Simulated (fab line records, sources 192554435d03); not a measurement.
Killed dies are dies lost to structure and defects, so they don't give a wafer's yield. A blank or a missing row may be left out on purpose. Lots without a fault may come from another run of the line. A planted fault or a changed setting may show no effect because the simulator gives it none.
Split-lot experiment | flow n5_finfet | 7 lots, 39 wafers read, on a route of 1938 steps

THE SPLIT
At N5_HKMG_FIN_ETCH_55 (etches SOC in N2/H2, target depth 240 nm, time 300 s), the setting time_s was moved away from the recipe's 300 s on 18 of the 39 wafers read, by -22.9% to +20.3%. The other wafers ran this setting at the recipe's value.

The reading is taken at the split's own step.

THE READING
SiARC_of_HKMG_FIN_COAT_42.thk_nm (the simulator's own value, which no gauge read), in nm, at N5_HKMG_FIN_ETCH_55 (etches SOC in N2/H2, target depth 240 nm, time 300 s). The file gives no usual value for it. The 21 wafers here that ran the recipe average 20.9 nm, standard deviation 0.41 nm.

wafer  | tool, chamber at the split | time_s as run, s | against the recipe | SiARC_of_HKMG_FIN_COAT_42.thk_nm, nm | against lot-mates on the recipe
L079.1 | rie_diel-04, 3             | 250              | -16.7%             | 23                                   | +2.0
L079.2 | rie_diel-04, 2             | 250              | -16.7%             | 23.2                                 | +2.2
L079.3 | rie_diel-04, 0             | 250              | -16.7%             | 23.8                                 | +2.8
L079.4 | rie_diel-04, 0             | 300              | recipe             | 21.4                                 | -
L079.5 | rie_diel-04, 2             | 300              | recipe             | 20.8                                 | -
L079.6 | rie_diel-04, 3             | 300              | recipe             | 20.8                                 | -
L084.1 | rie_diel-04, 2             | 361              | +20.3%             | 18                                   | -2.7
L084.2 | rie_diel-04, 0             | 361              | +20.3%             | 18.4                                 | -2.3
L084.3 | rie_diel-04, 3             | 300              | recipe             | 20.6                                 | -
L084.4 | rie_diel-04, 1             | 361              | +20.3%             | 18.8                                 | -1.9
L084.5 | rie_diel-04, 2             | 300              | recipe             | 20.8                                 | -
L084.6 | rie_diel-04, 3             | 300              | recipe             | 20.6                                 | -
L090.1 | rie_diel-01, 3             | 300              | recipe             | 21.8                                 | -
L090.2 | rie_diel-01, 1             | 231.4            | -22.9%             | 23.8                                 | +2.8
L090.3 | rie_diel-01, 0             | 300              | recipe             | 20.6                                 | -
L090.4 | rie_diel-01, 2             | 231.4            | -22.9%             | 23.8                                 | +2.8
L090.5 | rie_diel-01, 3             | 231.4            | -22.9%             | 25                                   | +4.0
L090.6 | rie_diel-01, 2             | 300              | recipe             | 20.6                                 | -
L091.3 | rie_diel-01, 2             | 300              | recipe             | 20.8                                 | -
L091.4 | rie_diel-01, 1             | 300              | recipe             | 21                                   | -
L091.6 | rie_diel-01, 1             | 300              | recipe             | 20.8                                 | -
L093.1 | rie_diel-02, 2             | 300              | recipe             | 21.2                                 | -
L093.2 | rie_diel-02, 1             | 333.6            | +11.2%             | 19.8                                 | -1.4
L093.3 | rie_diel-02, 3             | 333.6            | +11.2%             | 20.2                                 | -1.0
L093.4 | rie_diel-02, 0             | 333.6            | +11.2%             | 19                                   | -2.2
L093.5 | rie_diel-02, 0             | 300              | recipe             | 20.6                                 | -
L093.6 | rie_diel-02, 3             | 300              | recipe             | 21.8                                 | -
L094.1 | rie_diel-01, 0             | 300              | recipe             | 21                                   | -
L094.2 | rie_diel-01, 3             | 273              | -9.0%              | 23.2                                 | +2.3
L094.3 | rie_diel-01, 2             | 300              | recipe             | 20.8                                 | -
L094.4 | rie_diel-01, 1             | 273              | -9.0%              | 22.2                                 | +1.3
L094.5 | rie_diel-01, 2             | 300              | recipe             | 21                                   | -
L094.6 | rie_diel-01, 3             | 273              | -9.0%              | 23                                   | +2.1
L097.1 | rie_diel-04, 2             | 265              | -11.7%             | 22.6                                 | +1.9
L097.2 | rie_diel-04, 0             | 265              | -11.7%             | 22.8                                 | +2.1
L097.3 | rie_diel-04, 3             | 300              | recipe             | 20.2                                 | -
L097.4 | rie_diel-04, 1             | 300              | recipe             | 21.4                                 | -
L097.5 | rie_diel-04, 3             | 300              | recipe             | 20.4                                 | -
L097.6 | rie_diel-04, 0             | 265              | -11.7%             | 22.8                                 | +2.1

THE FIT
A straight line over all 39 wafers: SiARC_of_HKMG_FIN_COAT_42.thk_nm changes by -0.138 nm for each +1% of time_s; r = -0.96; the points scatter about the line by 0.46 nm.
The same after taking each lot's own level away (the mean of its wafers on the recipe; 39 wafers): -0.136 nm for each +1%; r = -0.96; scatter 0.46 nm.
On that fit, the largest move of time_s shifts the reading by 3.1 nm.
The lots' own levels span 20.67 to 21.20 nm, that is 1.3 times the standard deviation above.
So the lot-to-lot level changes the slope little: the two slopes agree.
Check: with one of the wafers moved furthest among these (-22.9%) left out of the fit, the line predicts +3.32 nm for it against its lot-mates. It came out at +2.8 nm against them.

OTHER SPLITS ON THESE WAFERS
These wafers also went through other splits before the reading. Each is held against what the fit with the lots' levels taken away leaves over:
other split on the same wafers | wafers away from the commonest value | r with SiARC_of_HKMG_FIN_COAT_42.thk_nm (lot level and that fit taken away)
N5_FIN_SAQP_FIN_ETCH_36 icp_w  | 18                                   | +0.26
N5_DUMMY_GATE_ETCH_37 source_w | 15                                   | +0.09

THE WHOLE CHAIN: every reading that the file lists as answering this split, in the file's order
step                | what it does                                         | reading                                                                           | change (the file's fit)               | r (the file's)
N5_HKMG_FIN_ETCH_55 | etches SOC in N2/H2, target depth 240 nm, time 300 s | etch.depth_nm (the simulator's own value, which no gauge read)                    | +2.35 nm for each +1% of the setting  | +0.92
N5_HKMG_FIN_ETCH_55 | etches SOC in N2/H2, target depth 240 nm, time 300 s | HKMG_FIN.feature_depth_nm (the simulator's own value, which no gauge read)        | +2.34 nm for each +1% of the setting  | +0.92
N5_HKMG_FIN_ETCH_55 | etches SOC in N2/H2, target depth 240 nm, time 300 s | SiARC_of_HKMG_FIN_COAT_42.thk_nm (the simulator's own value, which no gauge read) | -0.139 nm for each +1% of the setting | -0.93

THE FILE'S OWN FIT
SiARC_of_HKMG_FIN_COAT_42.thk_nm changes by -0.139 nm for each +1% of time_s, r = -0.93.
